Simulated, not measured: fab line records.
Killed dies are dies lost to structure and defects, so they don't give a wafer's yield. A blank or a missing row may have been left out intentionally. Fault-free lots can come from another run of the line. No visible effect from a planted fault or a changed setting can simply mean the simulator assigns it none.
fab line records + flow nand_harc
record
- lots=13
- wafers=39
- last_day=25
route steps=1159 shown A_BONDPAD@1073 THIN_TSV@1118
lots with no fault: from the same line, run without faults
start_h: hours from the record's opening day to when the first of the lot's shown wafers began + wait_h: how many hours have passed since the lot's step before this one + " the same as in the row above + L1.1+2: a single row standing in for several wafers + - no value present, or no start provided + * or withheld: withheld + < > ~ a bound
route shown NAME@n: a module of which the file shows steps, and the number in the route of the first + usual: average and standard deviation across the fault-free wafers + same: alike in all rows + chamber/n: place in a boat + sites: readings site by site + _std_site: the standard deviation of these + _edge_site: mean of outer sites minus mean of inner sites + radius_mm: for every site, how far away it sits from the centre of the wafer + mask NAME#n: copy n + behind: the last tool/chamber to shape the wafer + hold: why the lot went on hold/how many hours it stayed there/how the hold came to an end + device: whichever transistor did not switch (one of n, p or np) + end of line: tests of these same wafers at the route's end + a step with no rows: only its recipe + killed: count of dies lost to structure and defects at first sort (not the wafer's yield) + map: a wafer's dies, x killed, . not, _ none there
set.NAME: the setting that was run; set.NAME@STEP: the one run at that earlier step + model.NAME: the simulator's own value behind a step, which no gauge read
the route's steps for a sample of lots (tables are steps, rows are wafers)
services: from which hour (start_h, from the record's first day; less than 0 if before it) a tool's chamber was out of use, for how many hours, and why
## steps
# step NHARC_A_BONDPAD_OVL_MEAS_35
# usual
- overlay_x_nm=-1/7.2
- overlay_y_nm=-1/6.7
| lot.wafer | tool       | chamber | start_h | wait_h | overlay_x_nm | overlay_y_nm |
|-----------|------------|---------|---------|--------|--------------|--------------|
| L520.1    | overlay-02 | -       | 415.03  | -      | 5            | -1           |
| L520.2    | "          | -       | "       | "      | 6            | 0            |
| L520.3    | "          | -       | "       | "      | 5            | 0            |
| L522.2    | overlay-01 | -       | 435.54  | -      | 4            | -6           |
| L522.5    | "          | -       | "       | "      | 5            | -6           |
| L522.6    | "          | -       | "       | "      | 4            | -7           |
| L530.4    | overlay-01 | -       | 449.68  | -      | 0            | 13           |
| L530.5    | "          | -       | "       | "      | 0            | 13           |
| L530.6    | "          | -       | "       | "      | 0            | 13           |
| L527.1    | overlay-01 | -       | 451.63  | -      | -3           | 0            |
| L527.2    | "          | -       | "       | "      | -2           | 0            |
| L527.5    | "          | -       | "       | "      | -3           | 0            |
| L528.1    | overlay-02 | -       | 462.89  | -      | -7           | -1           |
| L528.2    | "          | -       | "       | "      | -8           | -2           |
| L528.5    | "          | -       | "       | "      | -7           | -1           |
| L533.1    | overlay-02 | -       | 480.02  | -      | -1           | 3            |
| L533.3    | "          | -       | "       | "      | -1           | 2            |
| L533.5    | "          | -       | "       | "      | -1           | 2            |
| L538.1    | overlay-02 | -       | 520.17  | -      | 0            | -14          |
| L538.2    | "          | -       | "       | "      | 0            | -14          |
| L538.6    | "          | -       | "       | "      | 0            | -14          |
| L535.1    | overlay-02 | -       | 520.58  | -      | 0            | -17          |
| L535.3    | "          | -       | "       | "      | 0            | -17          |
| L535.6    | "          | -       | "       | "      | 0            | -17          |
| L540.2    | overlay-01 | -       | 525.87  | -      | -12          | 9            |
| L540.4    | "          | -       | "       | "      | -12          | 9            |
| L540.5    | "          | -       | "       | "      | -12          | 10           |
| L541.3    | overlay-01 | -       | 528.82  | -      | -13          | -2           |
| L541.4    | "          | -       | "       | "      | -13          | -2           |
| L541.5    | "          | -       | "       | "      | -13          | -2           |
| L542.1    | overlay-01 | -       | 535.67  | -      | -1           | 0            |
| L542.2    | "          | -       | "       | "      | -1           | 0            |
| L542.6    | "          | -       | "       | "      | -1           | 0            |
| L539.1    | overlay-02 | -       | 544.88  | -      | 0            | 3            |
| L539.3    | "          | -       | "       | "      | -1           | 3            |
| L539.6    | "          | -       | "       | "      | 0            | 3            |
| L543.3    | overlay-01 | -       | 549.29  | -      | 13           | -1           |
| L543.4    | "          | -       | "       | "      | 14           | -1           |
| L543.6    | "          | -       | "       | "      | 13           | -1           |
# step NHARC_THIN_TSV_DESCUM_14
# recipe
- time_s=3
- o2_flow_sccm=200
- ar_flow_sccm=0
- bias_power_w=0
- chemistry=O2
# usual
- drypump_motor_current_A=5.67/0.24
- oes_product_au=0.996/0.012
- rf_vpp_V=57.6/0.88
- showerhead_plenum_p_Torr=1.91/0.087
- throttle_valve_pct=11.311/0.01
| lot.wafer | tool        | chamber | start_h | wait_h | drypump_motor_current_A | oes_product_au | rf_hours_counter_h | rf_vpp_V | showerhead_plenum_p_Torr | throttle_valve_pct |
|-----------|-------------|---------|---------|--------|-------------------------|----------------|--------------------|----------|--------------------------|--------------------|
| L520.3    | rie_diel-07 | 0       | 433.63  | -      | 5.87                    | 0.963          | 2                  | 57.5     | 1.77                     | 11.306             |
| L520.2    | "           | 1       | "       | "      | 5.91                    | 1.009          | 2                  | 57.4     | 2.01                     | 11.308             |
| L520.1    | "           | 3       | "       | "      | 5.53                    | 0.996          | 2                  | 57.6     | 1.90                     | 11.315             |
| L522.2    | rie_diel-13 | 3       | 449.68  | -      | 6.02                    | 1.007          | 10                 | 58.0     | 1.89                     | 11.313             |
| L522.5    | "           | 2       | "       | "      | 5.38                    | 0.989          | -                  | 59.2     | 1.98                     | 11.310             |
| L522.6    | "           | 1       | "       | "      | 5.59                    | 1.019          | -                  | 58.6     | 1.89                     | 11.310             |
| L527.2    | rie_diel-13 | 2       | 467.05  | -      | 5.38                    | 0.988          | 0                  | 58.6     | 1.98                     | 11.320             |
| L527.1    | "           | 3       | "       | "      | 6.02                    | 0.984          | 0                  | 57.3     | 1.89                     | 11.308             |
| L527.5    | "           | 1       | "       | "      | 5.59                    | 1.004          | -                  | 58.5     | 1.89                     | 11.317             |
| L530.4    | rie_diel-07 | 1       | 468.26  | -      | 5.87                    | 0.995          | 6                  | 57.7     | 2.01                     | 11.307             |
| L530.5    | "           | 2       | "       | "      | 6.08                    | 1.006          | -                  | 55.2     | 1.80                     | 11.301             |
| L530.6    | "           | 3       | "       | "      | 5.48                    | 0.994          | -                  | 56.8     | 1.90                     | 11.308             |
| L528.2    | rie_diel-04 | 0       | 480.48  | -      | 5.65                    | 1.016          | 1                  | 57.8     | 2.00                     | 11.323             |
| L528.1    | "           | 1       | "       | "      | 5.72                    | 1.001          | 1                  | 57.1     | 1.78                     | 11.309             |
| L528.5    | "           | 2       | "       | "      | 5.26                    | 1.000          | -                  | 57.9     | 1.89                     | 11.299             |
| L533.1    | rie_diel-04 | 0       | 497.49  | -      | 5.61                    | 1.011          | 2                  | 58.4     | 2.00                     | 11.315             |
| L533.3    | "           | 1       | "       | "      | 5.69                    | 0.996          | 2                  | 57.6     | 1.78                     | 11.318             |
| L533.5    | "           | 2       | "       | "      | 5.25                    | 0.988          | -                  | 58.3     | 1.89                     | 11.321             |
| L538.1    | rie_diel-04 | 3       | 537.05  | -      | 5.67                    | 0.982          | 4                  | 58.8     | 2.03                     | 11.298             |
| L538.2    | "           | 1       | "       | "      | 5.69                    | 0.998          | 5                  | 58.0     | 1.78                     | 11.332             |
| L538.6    | "           | 3       | "       | "      | 5.71                    | 0.992          | -                  | 56.8     | 2.03                     | 11.314             |
| L535.1    | rie_diel-04 | 0       | 538.26  | -      | 5.66                    | 1.007          | 5                  | 59.9     | 2.00                     | 11.330             |
| L535.3    | "           | 1       | "       | "      | 5.70                    | 1.002          | 5                  | 57.1     | 1.78                     | 11.325             |
| L535.6    | "           | 2       | "       | "      | 5.27                    | 0.989          | -                  | 58.4     | 1.89                     | 11.303             |
| L541.3    | rie_diel-13 | 2       | 541.31  | -      | 5.39                    | 0.998          | 5                  | 58.5     | 1.98                     | 11.316             |
| L541.4    | "           | 3       | "       | "      | 6.03                    | 0.991          | 5                  | 58.3     | 1.89                     | 11.329             |
| L541.5    | "           | 2       | "       | "      | 5.37                    | 0.997          | -                  | 56.9     | 1.98                     | 11.302             |
| L540.4    | rie_diel-13 | 2       | 542.51  | -      | 5.38                    | 1.003          | 6                  | 57.9     | 1.98                     | 11.299             |
| L540.2    | "           | 3       | "       | "      | 6.04                    | 0.989          | 5                  | 58.8     | 1.89                     | 11.282             |
| L540.5    | "           | 3       | "       | "      | 6.02                    | 0.985          | -                  | 59.1     | 1.89                     | 11.301             |
| L542.1    | rie_diel-04 | 1       | 551.09  | -      | 5.72                    | 0.992          | 6                  | 56.9     | 1.78                     | 11.305             |
| L542.2    | "           | 3       | "       | "      | 5.67                    | 0.984          | 5                  | 58.0     | 2.03                     | 11.325             |
| L542.6    | "           | 0       | "       | "      | 5.66                    | 1.005          | -                  | 57.9     | 2.00                     | 11.303             |
| L539.3    | rie_diel-04 | 2       | 561.11  | -      | 5.24                    | 0.984          | 6                  | 56.6     | 1.89                     | 11.302             |
| L539.1    | "           | 3       | "       | "      | 5.68                    | 0.997          | 5                  | 57.2     | 2.03                     | 11.330             |
| L539.6    | "           | 2       | "       | "      | 5.24                    | 0.992          | -                  | 57.1     | 1.89                     | 11.285             |
| L543.3    | rie_diel-13 | 1       | 562.20  | -      | 5.60                    | 1.002          | 8                  | 56.9     | 1.88                     | 11.323             |
| L543.4    | "           | 3       | "       | "      | 6.04                    | 0.979          | 6                  | 58.9     | 1.89                     | 11.317             |
| L543.6    | "           | 2       | "       | "      | 5.39                    | 0.989          | -                  | 58.3     | 1.98                     | 11.313             |
# step NHARC_THIN_TSV_STRIP_62
# recipe
- power_w=1500
- temp_c=250
- time_s=20
- chemistry=N2/H2
# usual
- drypump_motor_current_A=5.7/0.31
- heater_power_w=305/7.6
- rf_refl_power_W=17.3/1.7
| lot.wafer | tool            | chamber | start_h | wait_h | drypump_motor_current_A | heater_power_w | rf_hours_counter_h | rf_refl_power_W |
|-----------|-----------------|---------|---------|--------|-------------------------|----------------|--------------------|-----------------|
| L520.2    | plasma_asher-01 | 1       | 436.06  | -      | 5.5                     | 305            | 50                 | 16.9            |
| L520.1    | "               | 0       | "       | "      | 5.9                     | 297            | 50                 | 16.5            |
| L520.3    | "               | 1       | "       | "      | 5.5                     | 314            | -                  | 16.1            |
| L522.2    | plasma_asher-01 | 1       | 452.25  | -      | 5.5                     | 312            | 56                 | -               |
| L522.5    | "               | 0       | "       | "      | 5.9                     | 299            | -                  | -               |
| L522.6    | "               | 1       | "       | "      | 5.5                     | 308            | -                  | -               |
| L527.1    | plasma_asher-02 | 0       | 469.65  | -      | 6.3                     | 308            | 38                 | -               |
| L527.2    | "               | 1       | "       | "      | 5.3                     | 307            | 38                 | -               |
| L527.5    | "               | 0       | "       | "      | 6.3                     | 295            | -                  | -               |
| L530.4    | plasma_asher-02 | 1       | 471.47  | -      | 5.3                     | 294            | -                  | 19.6            |
| L530.5    | "               | 0       | "       | "      | 6.3                     | 300            | -                  | 20.3            |
| L530.6    | "               | 1       | "       | "      | 5.3                     | 302            | -                  | 19.5            |
| L528.2    | plasma_asher-01 | 1       | 483.54  | -      | 5.5                     | 315            | 2                  | -               |
| L528.1    | "               | 0       | "       | "      | 5.9                     | 306            | 2                  | -               |
| L528.5    | "               | 0       | "       | "      | 5.9                     | 310            | -                  | -               |
| L533.1    | plasma_asher-01 | 0       | 500.99  | -      | 5.9                     | 305            | 8                  | 15.9            |
| L533.3    | "               | 0       | "       | "      | 5.9                     | 309            | -                  | 16.8            |
| L533.5    | "               | 1       | "       | "      | 5.5                     | 313            | -                  | 15.9            |
| L538.2    | plasma_asher-01 | 1       | 542.43  | -      | 5.5                     | 310            | 23                 | 16.3            |
| L538.1    | "               | 0       | "       | "      | 5.9                     | 304            | 23                 | 16.0            |
| L538.6    | "               | 0       | "       | "      | 5.9                     | 299            | -                  | 15.5            |
| L535.1    | plasma_asher-01 | 0       | 544.73  | -      | 5.9                     | 297            | 26                 | -               |
| L535.3    | "               | 1       | "       | "      | 5.5                     | 311            | -                  | -               |
| L535.6    | "               | 0       | "       | "      | 5.9                     | 307            | -                  | -               |
| L541.3    | plasma_asher-02 | 1       | 546.69  | -      | 5.3                     | 285            | -                  | 19.1            |
| L541.4    | "               | 0       | "       | "      | 6.3                     | 319            | -                  | 19.6            |
| L541.5    | "               | 1       | "       | "      | 5.3                     | 288            | -                  | 19.6            |
| L540.2    | plasma_asher-01 | 1       | 546.99  | -      | 5.5                     | 304            | 28                 | 16.6            |
| L540.4    | "               | 0       | "       | "      | 5.9                     | 298            | -                  | 16.0            |
| L540.5    | "               | 0       | "       | "      | 5.9                     | 307            | -                  | 16.1            |
| L542.2    | plasma_asher-02 | 0       | 553.54  | -      | 6.3                     | 306            | 4                  | 20.4            |
| L542.1    | "               | 1       | "       | "      | 5.3                     | 293            | 4                  | 19.8            |
| L542.6    | "               | 1       | "       | "      | 5.3                     | 285            | -                  | 20.4            |
| L539.1    | plasma_asher-01 | 1       | 563.57  | -      | 5.5                     | 315            | 35                 | 16.4            |
| L539.3    | "               | 1       | "       | "      | 5.5                     | 315            | -                  | 16.5            |
| L539.6    | "               | 0       | "       | "      | 5.9                     | 309            | -                  | 15.9            |
| L543.4    | plasma_asher-01 | 1       | 564.68  | -      | 5.5                     | 315            | -                  | 16.9            |
| L543.3    | "               | 0       | "       | "      | 5.9                     | 301            | -                  | 15.9            |
| L543.6    | "               | 1       | "       | "      | 5.5                     | 317            | -                  | 16.0            |
# step NHARC_THIN_TSV_ETCH_59
# recipe
- target_depth_a=8800
- icp_w=900
- bias_w=100
- Cl2_flow_sccm=60
- bcl3_flow_sccm=30
- time_s=138.1
- chemistry=Cl2/BCl3
# usual
- drypump_motor_current_A=5.4/0.42
- oes_product_au=0.992/0.01
- throttle_valve_pct=22.265/0.009
| lot.wafer | tool         | chamber | start_h | wait_h | drypump_motor_current_A | oes_product_au | rf_hours_counter_h | throttle_valve_pct |
|-----------|--------------|---------|---------|--------|-------------------------|----------------|--------------------|--------------------|
| L520.1    | rie_metal-03 | 0       | 439.56  | 0.1    | 5.1                     | 0.991          | 4.5                | 22.268             |
| L520.2    | "            | 1       | "       | "      | 5.6                     | 0.986          | 4.5                | 22.284             |
| L520.3    | "            | 0       | "       | "      | 5.1                     | 0.987          | -                  | 22.263             |
| L522.2    | rie_metal-02 | 0       | 455.88  | 0.1    | 4.8                     | 0.999          | 1.8                | 22.268             |
| L522.5    | "            | 1       | "       | "      | 5.0                     | 0.992          | -                  | 22.263             |
| L522.6    | "            | 0       | "       | "      | 4.8                     | 0.990          | -                  | 22.278             |
| L527.2    | rie_metal-02 | 1       | 473.30  | 0.1    | 5.0                     | 0.992          | 1.8                | 22.269             |
| L527.1    | "            | 0       | "       | "      | 4.8                     | 1.010          | 2.2                | 22.271             |
| L527.5    | "            | 0       | "       | "      | 4.8                     | 1.005          | -                  | 22.264             |
| L530.4    | rie_metal-03 | 0       | 475.11  | 0.2    | 5.1                     | 0.974          | -                  | 22.276             |
| L530.6    | "            | 1       | "       | "      | 5.6                     | 0.990          | -                  | 22.239             |
| L530.5    | "            | 0       | "       | "      | 5.1                     | 0.985          | -                  | 22.253             |
| L528.1    | rie_metal-01 | 0       | 487.17  | 0.1    | 6.0                     | 0.992          | 4.7                | 22.264             |
| L528.2    | "            | 1       | "       | "      | 5.5                     | 0.959          | 4.7                | 22.270             |
| L528.5    | "            | 1       | "       | "      | 5.5                     | 0.995          | -                  | 22.256             |
| L533.1    | rie_metal-02 | 0       | 504.47  | 0.1    | 4.8                     | 0.993          | 3.1                | 22.249             |
| L533.3    | "            | 0       | "       | "      | 4.8                     | 1.000          | -                  | 22.273             |
| L533.5    | "            | 0       | "       | "      | 4.8                     | 0.995          | -                  | 22.259             |
| L538.1    | rie_metal-01 | 1       | 546.02  | 0.1    | 5.5                     | 1.002          | 0.6                | 22.265             |
| L538.2    | "            | 0       | "       | "      | 6.1                     | 0.989          | 0.6                | 22.266             |
| L538.6    | "            | 1       | "       | "      | 5.5                     | 0.989          | -                  | 22.257             |
| L535.1    | rie_metal-01 | 0       | 548.60  | 0.1    | 6.0                     | 0.986          | 0.8                | 22.270             |
| L535.3    | "            | 1       | "       | "      | 5.5                     | 1.007          | -                  | 22.267             |
| L535.6    | "            | 0       | "       | "      | 6.0                     | 0.979          | -                  | 22.262             |
| L541.3    | rie_metal-01 | 0       | 550.38  | 0.1    | 6.0                     | 0.969          | -                  | 22.258             |
| L541.4    | "            | 1       | "       | "      | 5.5                     | 1.005          | -                  | 22.262             |
| L541.5    | "            | 1       | "       | "      | 5.4                     | 0.993          | -                  | 22.273             |
| L540.2    | rie_metal-02 | 1       | 550.64  | 0.1    | 4.9                     | 0.999          | 4.4                | 22.265             |
| L540.4    | "            | 0       | "       | "      | 4.8                     | 1.001          | -                  | 22.264             |
| L540.5    | "            | 1       | "       | "      | 5.0                     | 1.005          | -                  | 22.277             |
| L542.1    | rie_metal-01 | 1       | 557.16  | 0.1    | 5.5                     | 1.002          | 1.3                | 22.272             |
| L542.2    | "            | 0       | "       | "      | 6.0                     | 0.982          | 1.3                | 22.270             |
| L542.6    | "            | 1       | "       | "      | 5.5                     | 0.999          | -                  | 22.265             |
| L539.1    | rie_metal-01 | 0       | 567.18  | 0.1    | 6.0                     | 0.986          | 1.6                | 22.264             |
| L539.3    | "            | 1       | "       | "      | 5.5                     | 0.995          | -                  | 22.237             |
| L539.6    | "            | 0       | "       | "      | 6.0                     | 0.977          | -                  | 22.264             |
| L543.3    | rie_metal-03 | 0       | 568.18  | 0.2    | 5.1                     | 0.988          | -                  | 22.254             |
| L543.4    | "            | 1       | "       | "      | 5.6                     | 0.981          | -                  | 22.257             |
| L543.6    | "            | 0       | "       | "      | 5.1                     | 0.989          | -                  | 22.270             |
## services
| tool            | chamber | start_h | hours | kind       |
|-----------------|---------|---------|-------|------------|
| rie_diel-04     | 0       | 420.40  | -     | clean      |
| rie_diel-04     | 1       | 420.40  | -     | clean      |
| rie_diel-04     | 2       | 420.40  | -     | clean      |
| rie_diel-13     | 0       | 422.28  | 4.6   | repair     |
| rie_diel-13     | 0       | 439.06  | 12.5  | repair     |
| rie_diel-13     | -       | 453.00  | 9.0   | pm         |
| rie_metal-03    | -       | 453.04  | 9.0   | pm         |
| plasma_asher-01 | -       | 461.71  | 9.0   | pm         |
| plasma_asher-01 | 0       | 461.71  | 18.0  | vent_cycle |
| plasma_asher-01 | 1       | 461.71  | 18.0  | vent_cycle |
| rie_diel-04     | -       | 465.90  | 9.0   | pm         |
| rie_diel-04     | 3       | 478.24  | 14.8  | repair     |
| rie_diel-07     | 3       | 480.85  | 7.0   | repair     |
| plasma_asher-02 | -       | 496.78  | 4.6   | repair     |
| rie_diel-13     | 0       | 501.06  | 2.7   | repair     |
| plasma_asher-02 | -       | 501.60  | 8.2   | repair     |
| rie_diel-04     | 1       | 502.93  | 6.6   | repair     |
| rie_diel-04     | -       | 506.15  | 1.2   | repair     |
| rie_metal-01    | -       | 509.25  | 9.0   | pm         |
| rie_diel-13     | -       | 514.42  | 0.7   | repair     |
| plasma_asher-02 | -       | 524.14  | 1.6   | repair     |
| rie_diel-07     | 1       | 524.50  | 9.5   | repair     |
| plasma_asher-02 | -       | 537.00  | 9.0   | pm         |
| rie_metal-02    | -       | 565.00  | 9.0   | pm         |
## key
first_sign
- step=NHARC_THIN_TSV_ETCH_59
- reading=oes_product_au
- direction=down
- sigmas=3.2
- usual=0.992
- struck=0.959
effect none on later readings
met_at NHARC_THIN_TSV_ETCH_59
struck_lots L528
struck_wafers L528.2
sort_left_out L528.2
not_acting_at NHARC_A_BONDPAD_OVL_MEAS_35,NHARC_THIN_TSV_DESCUM_14,NHARC_THIN_TSV_STRIP_62
fault
- kind=process_parameter_drift
- tool=rie_metal-01
- chamber=-
- onset_h=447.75
- steps=NHARC_THIN_TSV_ETCH_59
- channel=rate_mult
- offset=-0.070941
- shape=step
- end_h=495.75
- scope=struck_wafers_only
# sort_left_out: the simulated sort isn't trusted on such a fault, so these wafers' sort isn't shown, and their yield isn't known
